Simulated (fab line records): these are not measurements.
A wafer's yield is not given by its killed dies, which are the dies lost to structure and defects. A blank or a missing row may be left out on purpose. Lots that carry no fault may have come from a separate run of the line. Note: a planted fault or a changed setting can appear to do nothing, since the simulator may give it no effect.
Which tool did it? | flow n5_finfet | 72 wafers from 24 lots sampled at 5 of the route's 1938 steps

WHAT THE GAUGES SHOWED, per wafer
N5_BEOL_M0_SAQP_OVL_MEAS_41. Usual: M0_CUT1_OVL typically reads -0.4 nm, with standard deviation 0.73.
lot  | measured     | on         | M0_CUT1_OVL (nm) | flag
L074 | day 5 21:06  | overlay-02 | -0.3 -0.6 -0.1   |
L075 | day 5 22:37  | overlay-01 | -2.2 -1.4 -1.9   |
L076 | day 6 06:12  | overlay-01 | -0.8 -0.2 -0.4   |
L077 | day 6 12:33  | overlay-02 | -1.3 0.7 -1.3    |
L078 | day 6 19:41  | overlay-02 | 0.5 0.6 -0.3     |
L079 | day 7 02:25  | overlay-01 | 0.1 -1.3 -0.8    |
L080 | day 7 03:57  | overlay-02 | 0.1 -0.2 0.6     |
L081 | day 7 14:40  | overlay-02 | -0.2 0.3 -0.5    |
L082 | day 7 20:20  | overlay-02 | 0.0 0.3 0.7      |
L083 | day 7 23:37  | overlay-02 | -0.5 0.2 0.3     |
L084 | day 8 12:07  | overlay-02 | -0.7 -0.1 -0.1   |
L085 | day 8 13:28  | overlay-02 | -0.1 0.1 0.6     |
L086 | day 8 20:25  | overlay-02 | -0.9 0.0 -0.7    |
L087 | day 9 02:29  | overlay-01 | 0.4 -0.8 -0.9    |
L088 | day 9 06:28  | overlay-02 | 1.5 -1.0 -0.2    |
L089 | day 9 15:07  | overlay-02 | -1.8 -1.7 -1.5   |
L090 | day 9 18:13  | overlay-02 | 0.5 -0.2 0.9     |
L091 | day 10 00:05 | overlay-02 | -1.2 -1.9 -0.1   |
L092 | day 10 04:34 | overlay-01 | -1.2 -0.8 -1.6   |
L093 | day 10 09:33 | overlay-02 | -0.5 -0.2 -0.9   |
L094 | day 10 15:47 | overlay-01 | -1.0 0.0 -0.1    |
L095 | day 10 23:38 | overlay-01 | -1.1 -0.7 0.0    |
L096 | day 11 02:46 | overlay-02 | -0.9 0.4 -1.3    |
L097 | day 11 07:00 | overlay-01 | -0.5 -1.2 -1.1   |

N5_BEOL_M1_CD_MEAS_11: target cd 17.05 nm. Usual: cd_nm reads 17.07 nm (standard deviation 0.26).
lot  | measured     | on        | cd_nm (nm)        | flag
L074 | day 6 06:16  | cd_sem-02 | 17.17 16.93 17.02 |
L075 | day 6 06:56  | cd_sem-01 | 17.67 16.88 17.01 |
L076 | day 6 15:27  | cd_sem-03 | 17.17 17.32 17.00 |
L077 | day 6 22:16  | cd_sem-03 | 17.11 17.29 16.94 |
L078 | day 7 04:40  | cd_sem-01 | 16.80 16.73 16.49 |
L079 | day 7 08:19  | cd_sem-01 | 17.24 16.62 16.91 |
L080 | day 7 14:13  | cd_sem-02 | 17.30 16.57 16.69 |
L081 | day 8 00:32  | cd_sem-03 | 17.16 17.18 17.34 |
L082 | day 8 07:01  | cd_sem-03 | 16.89 17.16 17.12 |
L083 | day 8 12:55  | cd_sem-01 | 17.07 17.39 16.83 |
L084 | day 8 21:53  | cd_sem-02 | 16.74 17.11 16.93 |
L085 | day 9 04:08  | cd_sem-02 | 17.09 17.55 17.37 |
L086 | day 9 05:31  | cd_sem-03 | 16.63 16.96 16.96 |
L087 | day 9 10:46  | cd_sem-02 | 17.29 16.94 17.46 |
L088 | day 9 14:18  | cd_sem-03 | 16.92 16.87 16.82 |
L089 | day 9 23:22  | cd_sem-01 | 16.84 16.45 16.72 |
L090 | day 10 04:31 | cd_sem-02 | 17.24 17.12 17.12 |
L091 | day 10 09:51 | cd_sem-02 | 16.88 17.16 16.80 |
L092 | day 10 11:21 | cd_sem-02 | 17.19 17.22 17.44 |
L093 | day 10 19:28 | cd_sem-03 | 17.12 17.08 16.99 |
L094 | day 10 23:06 | cd_sem-03 | 17.20 16.59 17.23 |
L095 | day 11 08:42 | cd_sem-03 | 17.07 17.06 17.13 |
L096 | day 11 12:18 | cd_sem-03 | 16.72 17.34 17.23 |
L097 | day 11 21:27 | cd_sem-03 | 17.00 16.90 17.27 |

N5_BEOL_M1_OVL_MEAS_12. Usual: M1_OVL typically reads -0.4 nm, with standard deviation 0.6.
lot  | measured     | on         | M1_OVL (nm)    | flag
L074 | day 6 06:17  | overlay-01 | -0.5 -0.2 -0.2 |
L075 | day 6 06:58  | overlay-01 | -0.9 -0.7 -1.2 |
L076 | day 6 15:29  | overlay-01 | -1.2 -0.5 -1.8 |
L077 | day 6 22:18  | overlay-02 | -1.1 -1.2 -1.0 |
L078 | day 7 04:42  | overlay-01 | 0.3 0.5 0.8    |
L079 | day 7 08:20  | overlay-01 | 1.4 -0.3 -0.1  |
L080 | day 7 14:14  | overlay-01 | 0.1 -0.1 -0.6  |
L081 | day 8 00:34  | overlay-02 | -0.8 -0.7 -0.9 |
L082 | day 8 07:04  | overlay-02 | -0.4 0.6 0.0   |
L083 | day 8 12:57  | overlay-02 | -0.1 -0.4 -0.9 |
L084 | day 8 21:56  | overlay-01 | 0.2 -0.2 0.1   |
L085 | day 9 04:10  | overlay-02 | -0.8 -2.0 -0.7 |
L086 | day 9 05:32  | overlay-01 | -0.7 0.0 -0.5  |
L087 | day 9 10:49  | overlay-01 | 0.1 -0.9 0.2   |
L088 | day 9 14:20  | overlay-01 | -0.5 -0.6 -0.8 |
L089 | day 9 23:23  | overlay-02 | 0.4 0.4 0.5    |
L090 | day 10 04:33 | overlay-02 | -0.2 -0.4 -0.3 |
L091 | day 10 09:53 | overlay-01 | -1.0 -0.3 -0.4 |
L092 | day 10 11:23 | overlay-01 | 0.3 -0.7 -0.8  |
L093 | day 10 19:30 | overlay-02 | -0.8 -0.1 0.1  |
L094 | day 10 23:08 | overlay-02 | -0.3 -1.5 -0.9 |
L095 | day 11 08:44 | overlay-02 | -0.5 -0.5 0.0  |
L096 | day 11 12:20 | overlay-02 | -1.9 -0.2 -0.9 |
L097 | day 11 21:29 | overlay-01 | -0.5 0.1 0.0   |

TOOL THAT RAN EACH LOT (tool first, then ch and the chambers of the sampled wafers, then the start)
lot  | N5_BEOL_M0_HM_OPEN_105            | N5_BEOL_M0_SPUTTER_116
L074 | rie_metal-02 ch 0, day 5 22:58    | pvd_sputter-03, day 6 02:02
L075 | rie_metal-02 ch 0,1, day 6 01:13  | pvd_sputter-03, day 6 03:10
L076 | rie_metal-02 ch 0, day 6 08:36    | pvd_sputter-02, day 6 11:21
L077 | rie_metal-03 ch 0,1, day 6 16:24  | pvd_sputter-01, day 6 18:22
L078 | rie_metal-02 ch 1, day 6 21:50    | pvd_sputter-03, day 6 23:56
L079 | rie_metal-03 ch 0,1, day 7 04:34  | pvd_sputter-02, day 7 06:07
L080 | rie_metal-02 ch 0,1, day 7 06:22  | pvd_sputter-02, day 7 09:23
L081 | rie_metal-01 ch 0,1, day 7 16:53  | pvd_sputter-03, day 7 20:08
L082 | rie_metal-02 ch 0,1, day 7 23:46  | pvd_sputter-01, day 8 04:17
L083 | rie_metal-02 ch 0,1, day 8 03:56  | pvd_sputter-02, day 8 06:51
L084 | rie_metal-01 ch 0,1, day 8 14:59  | pvd_sputter-03, day 8 16:38
L085 | rie_metal-03 ch 0,1, day 8 21:39  | pvd_sputter-02, day 9 01:20
L086 | rie_metal-01 ch 0,1, day 9 00:25  | pvd_sputter-03, day 9 03:19
L087 | rie_metal-03 ch 0,1, day 9 04:50  | pvd_sputter-01, day 9 08:18
L088 | rie_metal-02 ch 0,1, day 9 08:25  | pvd_sputter-02, day 9 10:29
L089 | rie_metal-03 ch 0,1, day 9 18:38  | pvd_sputter-02, day 9 20:31
L090 | rie_metal-03 ch 1, day 9 21:48    | pvd_sputter-03, day 9 23:53
L091 | rie_metal-03 ch 0,1, day 10 04:04 | pvd_sputter-02, day 10 06:10
L092 | rie_metal-01 ch 0, day 10 06:28   | pvd_sputter-02, day 10 08:36
L093 | rie_metal-01 ch 0, day 10 12:50   | pvd_sputter-01, day 10 16:42
L094 | rie_metal-03 ch 0,1, day 10 18:13 | pvd_sputter-03, day 10 20:20
L095 | rie_metal-02 ch 0,1, day 11 01:37 | pvd_sputter-01, day 11 05:54
L096 | rie_metal-01 ch 0,1, day 11 05:34 | pvd_sputter-01, day 11 07:25
L097 | rie_metal-01 ch 1, day 11 15:40   | pvd_sputter-03, day 11 18:08
- N5_BEOL_M0_HM_OPEN_105: chemistry Cl2/BCl3, target TiN, target depth 12 nm.
- N5_BEOL_M0_SPUTTER_116: material Cu, target thk 4 nm, time 7.37 s.

WHAT THE TOOLS THEMSELVES READ (means of the sampled wafers that have a number; where no wafer has one, the mark that the record gives instead)
N5_BEOL_M0_HM_OPEN_105. Usual: bcl3_flow_sccm 21.75 sccm, standard deviation 0.062; chamber_pressure_mTorr 10.000 mTorr, standard deviation 0.0094; drypump_motor_current_A 5.6 A, standard deviation 0.41; mfc_cl2_sccm 53.25 sccm, standard deviation 0.17; oes_product_au 0.71 a.u., standard deviation 0.11; throttle_valve_pct 22.08 %, standard deviation 0.19.
lot  | tool         | bcl3_flow_sccm (sccm) | chamber_pressure_mTorr (mTorr) | drypump_motor_current_A (A) | mfc_cl2_sccm (sccm) | oes_product_au (a.u.) | throttle_valve_pct (%) | flag
L074 | rie_metal-02 | 21.81                 | 9.998                          | 5.1                         | 53.35               | 0.81                  | 21.81                  |
L075 | rie_metal-02 | 21.80                 | 9.995                          | 5.4                         | 53.28               | 0.77                  | 21.94                  |
L076 | rie_metal-02 | 21.67                 | 10.003                         | 5.1                         | 53.25               | 0.81                  | 21.82                  |
L077 | rie_metal-03 | 21.70                 | 9.996                          | 5.5                         | 53.09               | 0.61                  | 22.18                  |
L078 | rie_metal-02 | 21.85                 | 9.994                          | 6.1                         | 53.58               | 0.69                  | 22.16                  |
L079 | rie_metal-03 | 21.77                 | 10.009                         | 5.3                         | 53.15               | 0.59                  | 22.15                  |
L080 | rie_metal-02 | 21.74                 | 9.997                          | 5.8                         | 53.13               | 0.72                  | 22.04                  |
L081 | rie_metal-01 | 21.75                 | 9.996                          | 5.9                         | 53.23               | 0.64                  | 22.27                  |
L082 | rie_metal-02 | 21.81                 | 10.001                         | 5.4                         | 53.30               | 0.76                  | 21.93                  |
L083 | rie_metal-02 | 21.74                 | 9.999                          | 5.4                         | 53.32               | 0.76                  | 21.93                  |
L084 | rie_metal-01 | 21.72                 | 9.991                          | 5.8                         | 53.30               | 0.62                  | 22.21                  |
L085 | rie_metal-03 | 21.73                 | 10.007                         | 5.4                         | 53.32               | 0.73                  | 22.08                  |
L086 | rie_metal-01 | 21.75                 | 9.996                          | 5.9                         | 53.21               | 0.63                  | 22.30                  |
L087 | rie_metal-03 | 21.74                 | 10.005                         | 5.3                         | 53.27               | 0.82                  | 21.95                  |
L088 | rie_metal-02 | 21.74                 | 9.996                          | 5.8                         | 53.35               | 0.71                  | 22.07                  |
L089 | rie_metal-03 | 21.75                 | 9.997                          | 5.3                         | 53.36               | 0.82                  | 21.94                  |
L090 | rie_metal-03 | 21.70                 | 9.995                          | 5.1                         | 53.35               | 0.91                  | 21.82                  |
L091 | rie_metal-03 | 21.76                 | 9.993                          | 5.5                         | 53.34               | 0.72                  | 22.09                  |
L092 | rie_metal-01 | 21.81                 | 9.996                          | 5.7                         | 53.20               | 0.59                  | 22.14                  |
L093 | rie_metal-01 | 21.77                 | 9.999                          | 5.6                         | 53.16               | 0.59                  | 22.15                  |
L094 | rie_metal-03 | 21.71                 | 9.997                          | 5.5                         | 53.33               | 0.71                  | 22.09                  |
L095 | rie_metal-02 | 21.79                 | 10.008                         | 5.8                         | 52.90               | 0.71                  | 22.08                  |
L096 | rie_metal-01 | 21.78                 | 9.994                          | 5.8                         | 53.19               | 0.61                  | 22.24                  |
L097 | rie_metal-01 | 21.78                 | 10.002                         | 6.1                         | 53.35               | 0.64                  | 22.38                  |

N5_BEOL_M0_SPUTTER_116. Usual: throttle_valve_pct reads 29.8 % (standard deviation 1).
lot  | tool           | throttle_valve_pct (%) | flag
L074 | pvd_sputter-03 | 30.3                   |
L075 | pvd_sputter-03 | 30.5                   |
L076 | pvd_sputter-02 | 29.2                   |
L077 | pvd_sputter-01 | 30.3                   |
L078 | pvd_sputter-03 | 29.9                   |
L079 | pvd_sputter-02 | 29.3                   |
L080 | pvd_sputter-02 | 29.3                   |
L081 | pvd_sputter-03 | 31.1                   |
L082 | pvd_sputter-01 | 30.8                   |
L083 | pvd_sputter-02 | 29.1                   |
L084 | pvd_sputter-03 | 29.9                   |
L085 | pvd_sputter-02 | 28.9                   |
L086 | pvd_sputter-03 | 29.6                   |
L087 | pvd_sputter-01 | 30.2                   |
L088 | pvd_sputter-02 | 28.7                   |
L089 | pvd_sputter-02 | 29.1                   |
L090 | pvd_sputter-03 | 30.0                   |
L091 | pvd_sputter-02 | 28.9                   |
L092 | pvd_sputter-02 | 28.7                   |
L093 | pvd_sputter-01 | 29.9                   |
L094 | pvd_sputter-03 | 30.9                   |
L095 | pvd_sputter-01 | 30.5                   |
L096 | pvd_sputter-01 | 29.8                   |
L097 | pvd_sputter-03 | 29.8                   |

THE ANSWER, worked out from the rows above alone
Rule: lot off if the mean of its wafers having a number is beyond 3 standard deviations from the usual mean. Also off: a lot with no number at a reading for which 4 or more lots have one. Any other lot the step has rows for is counted as sound. First the gauges in route order, then the tools' own readings, where a lot's mean is used as printed above. The first step at which some lot is off is used, and at that step the reading that is off furthest; a lot without a number counts as furthest.
Across all readings shown, no lot is off: no conclusion can be drawn from this.

WHAT WAS PUT IN BY THE SIMULATOR
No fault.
